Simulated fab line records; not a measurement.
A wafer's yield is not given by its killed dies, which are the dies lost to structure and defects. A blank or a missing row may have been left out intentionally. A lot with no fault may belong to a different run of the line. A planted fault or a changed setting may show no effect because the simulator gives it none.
fab line records | flow n5-finfet
record lots=4 wafers=12 last-day=17
route steps=1938 shown BEOL_M10@1529 BEOL_M11@1536 PASSIVATION@1936
lots untouched by any fault: they come from a run of this same line in which no faults occurred
start-h: the number of hours between the record's first day and the start of the first shown wafer of the lot | wait-h: how many hours have passed since the lot's step before this one | " as in the row above | L1.1+2: a row that stands for several wafers | - no value, or no start given | * or withheld: withheld | < > ~ a bound
route shown NAME@n: names a module that has steps shown in the file, with the first one's number in the route | usual: mean/standard deviation of fault-free wafers | same: alike in all rows | chamber/n: place in a boat | sites: each site's reading | _std_site: the values' standard deviation | _edge_site: inner sites' mean taken away from outer sites' mean | radius-mm: how far each site lies from the wafer's centre | mask NAME#n: copy n | behind: the last tool/chamber to shape the wafer | hold: why the lot was held/for how many hours/how that ended | device: which transistor (n, p or np) failed to switch | end of line: tests run on the same wafers once the route is complete | for a step that has no rows: nothing shown but its recipe | killed: count of dies lost to structure and defects at first sort (not the wafer's yield) | map: a wafer's dies, x killed, . not, _ none there
set.NAME: the setting the step ran with; set.NAME@STEP: the setting that earlier step ran with | model.NAME: the simulator's own value behind a step, which no gauge read
lots at selected steps of the route; one table per step, one row per wafer
services: the hour from which a tool's chamber was out of use, counted from the record's first day as start-h (under 0 if before that day), plus the number of hours and why
## steps
# step N5_BEOL_M10_ANNEAL_51
# recipe temp-c=225 time-s=90 ambient=N2
# step N5_BEOL_M10_CMP_52
# recipe stop-on=SiCOH_lowk t-overpolish-s=7 down-force-psi=1 platen-rpm=50 clearing-platen-down-force-psi=1.5 clearing-platen-rpm=50 post-cmp-clean=cu-alkaline target-thk-nm=140 clearing-platen-pad-velocity-m-s=0.99484 pad-velocity-m-s=0.99484
# step N5_BEOL_M10_PRE_CLEAN_55
# recipe gas=NH3 time-s=15 temp-c=withheld rf-power-w=300
# step N5_BEOL_M10_DEP_56
# recipe material=SiCN target-thk-a=150 temp-c=withheld precursor=3MS/NH3 pressure-torr=3 rf-w=202 time-s=26.5
# step N5_BEOL_M11_ILD_DEP_00
# recipe material=SiCOH_lowk target-thk-a=3085.1 temp-c=300 precursor=DEMS/porogen pressure-torr=5 rf-w=500 time-s=58
# step N5_BEOL_M11_CURE_71
# recipe temp-c=385 time-s=240 ambient=He/Ar material=SiCOH_lowk
# step N5_BEOL_M11_PECVD_70
# recipe material=SiO2 target-thk-a=200 temp-c=400 precursor=TEOS/O2 pressure-torr=5.5 rf-w=450 teos-flow-sccm=53.8 gas=O2 flow-sccm=3000 time-s=22.7
# step N5_BEOL_M11_HM_DEP_02
# recipe material=TiN target-thk-a=200 temp-c=25 chamber-pressure-pa=0.49996
# step N5_BEOL_M11_COAT_59
# recipe resist=SOC temp-c=250 time-s=60 spin-rpm=1500 resist-thk-nm=100
# usual resist-line-temp-C=22.98/0.11 spin-speed-rpm=1500.1/1.2
# columns lot.wafer tool chamber start-h wait-h resist-line-temp-C spin-speed-rpm model.SOC_of_BEOL_M11_COAT_59.thk-nm
L236.2 litho-track-02 0 211.40 0.1 22.98 1499.9 99.6
L236.3 " 0 " " 23.09 1501.2 99.8
L236.5 " 0 " " 23.10 1502.1 99.8
L245.1 litho-track-02 0 260.63 0.1 23.05 1288.0 108
L245.3 " 0 " " 23.04 1289.4 108
L245.5 " 0 " " 22.97 1287.2 108.2
L246.4 litho-track-02 0 271.96 0.1 23.15 1290.4 107.8
L246.5 " 0 " " 22.93 1289.0 107.6
L246.6 " 0 " " 23.25 1291.0 107.4
L258.2 litho-track-01 0 354.08 0.1 22.96 1499.9 99.8
L258.3 " 0 " " 22.81 1497.9 100
L258.6 " 0 " " 22.83 1499.8 100
# step N5_BEOL_M11_COAT_60
# recipe resist=SiARC temp-c=220 time-s=60 spin-rpm=1500 resist-thk-nm=30
# step N5_BEOL_M11_COAT_05
# recipe resist=CAR-ArF spin-rpm=1500 resist-thk-nm=90
# step N5_BEOL_M11_EBR_07
# recipe solvent=PGMEA ebr-width-mm=1.5
# step N5_BEOL_M11_SOFTBAKE_06
# recipe temp-c=110 time-s=60 resist=CAR-ArF
# step N5_BEOL_M11_EXPOSE_08
# recipe mask-id=M11 na=1.35 source-shape=dipole sigma-inner=0.411 sigma-outer=0.611 polarization=te dose-mj=53.75
# step N5_BEOL_M11_PEB_09
# recipe peb-temp-c=withheld peb-time-s=60 resist=CAR-ArF
# step N5_BEOL_M11_DEVELOP_10
# recipe develop-time-s=30 developer=TMAH resist=CAR-ArF rinse-liquid=diw dry=air-spin dev-temp-c=23
# step N5_BEOL_M11_DESCUM_16
# recipe chemistry=O2 time-s=7.9 source-power-w=50 bias-power-w=20 pressure-mtorr=20 rf-frequency-hz=2.712e+07 temp-c=40 resist=CAR-ArF o2-flow-sccm=225
# step N5_BEOL_M11_ETCH_61
# recipe chemistry=CF4 target=SiARC target-depth-a=390 mask-material=CAR-ArF time-s=65 ion-energy-ev=80 pressure-mtorr=40 source-w=545 bias-w=36 Ar_flow_sccm=100 cf4-flow-sccm=100 ends=cleared
# step N5_BEOL_M11_ETCH_62
# recipe chemistry=N2/H2 target=SOC target-depth-a=1100 overetch-a=220 mask-material=SiARC temp-c=40 time-s=165 ion-energy-ev=200 pressure-mtorr=30 source-w=840 bias-w=150 n2-flow-sccm=200 h2-flow-sccm=200
# usual drypump-motor-current-A=5.85/0.22 oes-product-au=0.67/0.074 rf-vpp-V=524/3.1 showerhead-plenum-p-Torr=2.54/0.11 throttle-valve-pct=17.89/0.25
# columns lot.wafer tool chamber start-h wait-h drypump-motor-current-A oes-product-au rf-hours-counter-h rf-vpp-V showerhead-plenum-p-Torr throttle-valve-pct model.etch.depth-nm
L236.2 rie-diel-03 1 212.06 0.0 5.55 0.63 184 520 2.44 18.14 99.59
L236.3 " 2 " " 5.69 0.63 164 527 2.63 17.92 99.75
L236.5 " 2 " " 5.71 0.64 - 527 2.63 17.90 99.87
L245.1 rie-diel-03 2 261.04 0.0 5.73 0.65 179 526 2.62 17.92 108.1
L245.3 " 0 " " 6.28 0.62 205 525 2.52 18.17 108.1
L245.5 " 3 " " 5.79 0.81 - 528 2.70 17.51 108.3
L246.4 rie-diel-04 1 272.46 0.0 5.98 0.72 107 521 2.47 17.70 107.8
L246.5 " 0 " " 5.55 0.63 - 520 2.41 17.94 107.5
L246.6 " 1 " " 5.99 0.72 - 522 2.47 17.70 107.3
L258.2 rie-diel-05 0 354.49 0.0 5.80 0.75 22 523 2.49 17.88 99.7
L258.3 " 2 " " 5.80 0.68 111 528 2.68 18.07 99.97
L258.6 " 1 " " 5.66 0.75 - 522 2.49 17.60 100.1
# step N5_BEOL_M11_STRIP_68
# recipe chemistry=N2/H2 temp-c=40 n2-flow-sccm=200 h2-flow-sccm=200 rf-frequency-hz=6e+07
# step N5_BEOL_M11_STRIP_67
# recipe chemistry=CF4 resist=SiARC power-w=300 bias-power-w=75 pressure-mtorr=50 cf4-flow-sccm=150 rf-frequency-hz=6e+07
# step N5_BEOL_M11_HM_OPEN_17
# recipe chemistry=Cl2/BCl3 target-depth-a=200 overetch-a=60 target=TiN mask-material=SOC ion-energy-ev=150 pressure-mtorr=10 icp-w=1000 bias-w=126 Cl2_flow_sccm=53.25 bcl3-flow-sccm=21.75 Ar_flow_sccm=25
# usual drypump-motor-current-A=5.4/0.44 oes-product-au=0.67/0.081 throttle-valve-pct=22.22/0.21
# columns lot.wafer tool chamber start-h wait-h drypump-motor-current-A oes-product-au rf-hours-counter-h throttle-valve-pct model.SOC_of_BEOL_M11_COAT_59.thk-nm
L236.2 rie-metal-01 1 212.24 0.0 5.1 0.74 15 22.18 91.4
L236.3 " 0 " " 5.9 0.68 - 22.34 92
L236.5 " 0 " " 5.9 0.68 - 22.36 92.2
L245.1 rie-metal-01 0 261.23 0.0 5.9 0.66 32 22.35 100.2
L245.3 " 1 " " 5.1 0.72 - 22.21 99.8
L245.5 " 0 " " 5.9 0.66 - 22.36 100.6
L246.4 rie-metal-01 0 272.73 0.1 5.9 0.67 - 22.36 100
L246.5 " 0 " " 5.9 0.66 - 22.37 99.8
L246.6 " 0 " " 5.9 0.67 - 22.35 99.6
L258.2 rie-metal-02 0 354.68 0.0 5.4 0.87 0 22.13 91.8
L258.3 " 1 " " 5.6 0.80 - 22.18 92
L258.6 " 1 " " 5.5 0.80 - 22.17 92
# step N5_BEOL_M11_STRIP_19
# recipe chemistry=O2 power-w=400 temp-c=40 pressure-mtorr=30 rf-frequency-hz=6e+07 bias-power-w=0 overash-fraction=0.2 o2-flow-sccm=225
# step N5_PASSIVATION_PROBE_49
# usual defect-limited-yield=91.0/1.5 killed_at_M0_to_M3=34/11 killed_at_M4_up=14/5.3 killed-at-contacts=13/7 killed-at-front-end=41/13 killed-at-other=4/3.1 killed-dies=106/17 killed-open=70/12 killed-short=35/8 sort_bin_4_leakage=0.00/0.007 sort_bin_5_function=5.2/0.98 sort_bin_6_memory=3.4/0.69 sort-n-pass=1074/17 sort-yield-pct=91.0/1.5
# same gross-dies=1180 killed-at-back-side=0 sort_bin_8_speed[%]=0
# columns lot.wafer tool chamber start-h wait-h defect-limited-yield[%] killed_at_M0_to_M3 killed_at_M4_up killed-at-contacts killed-at-front-end killed-at-other killed-dies killed-open killed-short sort_bin_4_leakage[%] sort_bin_5_function[%] sort_bin_6_memory[%] sort-n-pass sort-yield-pct[%]
L245.1 prober-01 - 302.51 0.0 91.4 42 12 6 40 2 102 63 38 0 4.8 3.6 1078 91.4
L245.3 prober-01 - 302.61 0.1 91.9 41 6 11 34 4 96 56 39 0 4.7 3.4 1084 91.9
L245.5 prober-01 - 302.71 0.2 93.2 29 23 10 18 0 80 53 26 0 3.9 2.4 1100 93.2
L246.4 prober-01 - 318.06 0.2 88.1 43 5 13 76 4 141 101 35 0 6.5 4.5 1039 88.1
L246.5 prober-01 - 318.11 0.2 91.1 45 9 6 44 1 105 69 34 0 5.0 3.5 1075 91.1
L246.6 prober-01 - 318.16 0.3 89.6 43 9 9 59 3 123 81 42 0 6.4 3.3 1057 89.6
# killed by level:class
L245.1 STI_FIN_REVEAL:geometric-particle:open=11 BEOL_M0_SAQP:geometric-particle:open=10 BEOL_M0_SAQP:geometric-particle:short=8 FIN_SAQP:geometric-particle:open=7 BEOL_M1:geometric-particle:open=7 MOL_CONTACT_COAG:geometric-particle:open=5 BEOL_M2:geometric-particle:open=5 STI_FIN_REVEAL:geometric-particle:short=4
L245.3 BEOL_M0_SAQP:geometric-particle:open=11 BEOL_M0_SAQP:geometric-particle:short=10 FIN_SAQP:geometric-particle:short=9 MOL_CONTACT_COAG:geometric-particle:open=7 BEOL_M1:geometric-particle:open=7 STI_FIN_REVEAL:geometric-particle:open=5 MOL_CONTACT_COAG:geometric-particle:short=4 BEOL_M0:geometric-particle:open=4
L245.5 BEOL_M4:geometric-particle:open=15 BEOL_M0_SAQP:geometric-particle:short=8 BEOL_M1:geometric-particle:open=8 MOL_CONTACT_COAG:geometric-particle:open=7 BEOL_M3:geometric-particle:open=4 GATE_CUT:geometric-particle:short=3 MOL_CONTACT_COAG:geometric-particle:short=3 BEOL_M2:geometric-particle:open=3
L246.4 FIN_SAQP:geometric-particle:open=23 STI_FIN_REVEAL:geometric-particle:open=16 BEOL_M0_SAQP:geometric-particle:short=13 BEOL_M0_SAQP:geometric-particle:open=11 MOL_CONTACT_COAG:geometric-particle:open=11 FIN_SAQP:geometric-particle:short=7 BEOL_M2:geometric-particle:open=7 DUMMY_GATE:geometric-particle:open=6
L246.5 FIN_SAQP:geometric-particle:open=15 BEOL_M0_SAQP:geometric-particle:open=13 BEOL_M0_SAQP:geometric-particle:short=11 BEOL_M2:geometric-particle:short=8 BEOL_M2:geometric-particle:open=8 STI_FIN_REVEAL:geometric-particle:open=5 DUMMY_GATE:geometric-particle:open=4 MOL_CONTACT_COAG:geometric-particle:open=4
L246.6 STI_FIN_REVEAL:geometric-particle:open=13 BEOL_M0_SAQP:geometric-particle:open=10 BEOL_M0_SAQP:geometric-particle:short=10 FIN_SAQP:geometric-particle:short=9 FIN_SAQP:geometric-particle:open=7 DUMMY_GATE:geometric-particle:open=7 GATE_CUT:geometric-particle:open=7 MOL_CONTACT_COAG:geometric-particle:open=7
## services
# columns tool chamber start-h hours kind
rie-diel-05 1 210.42 - clean
rie-diel-05 1 210.42 - consumable-replace:focus-ring
rie-diel-05 1 210.42 23.2 scheduled-down
rie-diel-05 1 210.42 23.2 vent-cycle
rie-metal-02 0 221.71 10.9 repair
rie-diel-04 - 234.11 1.7 repair
rie-diel-04 0 248.92 19.3 repair
rie-diel-05 0 250.22 - clean
rie-diel-05 0 250.22 - consumable-replace:focus-ring
rie-diel-05 0 250.22 13.9 scheduled-down
rie-diel-05 0 250.22 13.9 vent-cycle
rie-diel-05 - 261.73 0.6 repair
rie-diel-05 - 266.08 0.8 repair
rie-metal-01 1 271.26 6.8 repair
rie-diel-04 1 276.61 5.4 repair
rie-diel-04 - 281.45 0.4 repair
rie-metal-02 1 282.34 - clean
rie-metal-02 1 282.34 22.9 scheduled-down
rie-diel-04 1 283.72 16.7 repair
rie-diel-05 1 290.76 9.6 repair
rie-diel-03 1 318.53 5.0 repair
rie-diel-04 0 325.47 51.5 repair
rie-diel-04 - 336.74 2.8 pm
rie-diel-05 0 345.20 7.0 repair
## key
first-sign step=N5_BEOL_M11_COAT_59 reading=spin-speed-rpm direction=down sigmas=99+ usual=* struck=*
effect none on later readings
model-effect step=N5_BEOL_M11_COAT_59 value=SOC_of_BEOL_M11_COAT_59.thk-nm without=99.93 struck=107.8
model-effect step=N5_BEOL_M11_ETCH_62 value=etch.depth-nm without=99.96 struck=107.8
model-effect step=N5_BEOL_M11_HM_OPEN_17 value=SOC_of_BEOL_M11_COAT_59.thk-nm without=92.17 struck=100
met-at N5_BEOL_M11_COAT_59
struck-wafers L245.1,L245.3,L245.5,L246.4,L246.5,L246.6
onset-between 211.40 260.63
fault kind=process-parameter-drift tool=litho-track-02 chamber=- onset-h=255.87 steps=N5_BEOL_M11_COAT_59 channel=spin-rpm offset=* shape=step acts-in=* stated=*
